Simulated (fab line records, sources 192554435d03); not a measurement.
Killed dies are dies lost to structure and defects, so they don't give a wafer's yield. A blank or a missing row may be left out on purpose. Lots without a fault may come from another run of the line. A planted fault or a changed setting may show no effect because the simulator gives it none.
Chamber matching | flow n5_finfet | N5_SD_EPI_P_ETCH_47 on rie_diel-01: 4 sister chambers
The step etches SiOCN in CH3F/O2, target depth 25 nm. 30 wafers are shown with their chamber, then 12 later ones without.

WAFERS WITH THEIR CHAMBER
wafer  | chamber | showerhead_plenum_p_Torr (Torr) | drypump_motor_current_A (A) | throttle_valve_pct (%)
L077.1 | 3       | 2.10                            | 5.6                         | 16.12
L077.2 | 0       | 1.99                            | 5.0                         | 16.44
L077.3 | 1       | 1.96                            | 5.8                         | 16.01
L078.1 | 2       | 1.94                            | 5.2                         | 16.17
L078.5 | 0       | 1.99                            | 4.9                         | 16.49
L078.6 | 3       | 2.10                            | 5.6                         | 16.13
L079.3 | 3       | 2.10                            | 5.6                         | 16.15
L079.5 | 0       | 1.99                            | 5.0                         | 16.46
L079.6 | 3       | 2.10                            | 5.6                         | 16.15
L080.3 | 3       | 2.10                            | 5.6                         | 16.16
L080.4 | 0       | 1.99                            | 4.9                         | 16.46
L080.6 | 1       | 1.96                            | 5.8                         | 16.02
L082.2 | 0       | 1.99                            | 4.9                         | 16.46
L082.3 | 2       | 1.94                            | 5.2                         | 16.17
L082.6 | 0       | 1.99                            | 5.0                         | 16.48
L083.2 | 3       | 2.10                            | 5.6                         | 16.16
L083.5 | 0       | 1.99                            | 4.9                         | 16.48
L083.6 | 1       | 1.96                            | 5.8                         | 16.03
L084.1 | 3       | 2.10                            | 5.6                         | 16.17
L084.3 | 1       | 1.96                            | 5.8                         | 16.03
L084.5 | 1       | 1.96                            | 5.8                         | 16.06
L085.1 | 2       | 1.93                            | 5.2                         | 16.20
L085.3 | 3       | 2.10                            | 5.6                         | 16.16
L085.4 | 1       | 1.96                            | 5.7                         | 16.04
L086.2 | 2       | 1.93                            | 5.2                         | 16.20
L086.4 | 1       | 1.96                            | 5.8                         | 16.04
L086.5 | 1       | 1.96                            | 5.8                         | 16.05
L088.2 | 1       | 1.96                            | 5.8                         | 16.03
L088.5 | 0       | 1.98                            | 5.0                         | 16.50
L088.6 | 3       | 2.10                            | 5.6                         | 16.18

SIGNATURES (means of the wafers above)
reading                  | chamber 0 | chamber 1 | chamber 2 | chamber 3 | scatter within a chamber
showerhead_plenum_p_Torr | 1.9888    | 1.9600    | 1.9350    | 2.1000    | 0.00269
drypump_motor_current_A  | 4.950     | 5.789     | 5.200     | 5.600     | 0.0333
throttle_valve_pct       | 16.4713   | 16.0344   | 16.1850   | 16.1533   | 0.0178
Rule: a wafer's distance from a chamber is the root of the sum, over the readings, of the square of ((its reading less the chamber's mean) divided by the reading's scatter). The wafer belongs to the nearest chamber; if the next one is less than 2 further off, it can't be placed. The scatter: the root of (the sum of the squares of (reading less its chamber's mean) over the shown wafers, divided by (wafers less chambers)).

WAFERS WITHOUT THEIR CHAMBER
wafer  | showerhead_plenum_p_Torr (Torr) | drypump_motor_current_A (A) | throttle_valve_pct (%)
L089.1 | 1.96                            | 5.8                         | 16.06
L089.4 | 2.10                            | 5.6                         | 16.19
L089.6 | 1.93                            | 5.2                         | 16.22
L091.2 | 1.98                            | 4.9                         | 15.96
L091.5 | 1.98                            | 5.0                         | 15.96
L091.6 | 1.96                            | 5.8                         | 16.07
L092.4 | 1.96                            | 5.7                         | 16.07
L092.5 | 1.95                            | 5.7                         | 16.07
L092.6 | 1.93                            | 5.2                         | 16.23
L097.2 | 1.95                            | 5.8                         | 16.08
L097.3 | 1.93                            | 5.2                         | 16.24
L097.5 | 1.95                            | 5.8                         | 16.08

WHICH CHAMBER EACH WENT THROUGH
wafer  | from the rows above | in truth
L089.1 | 1                   | 1
L089.4 | 3                   | 3
L089.6 | 2                   | 2
L091.2 | 2                   | 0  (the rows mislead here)
L091.5 | 2                   | 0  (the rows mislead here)
L091.6 | 1                   | 1
L092.4 | 1                   | 1
L092.5 | 1                   | 1
L092.6 | 2                   | 2
L097.2 | 1                   | 1
L097.3 | 2                   | 2
L097.5 | 1                   | 1
Placed correctly: 10 of 12. Can't be placed from these rows: 0. Placed wrongly: 2.
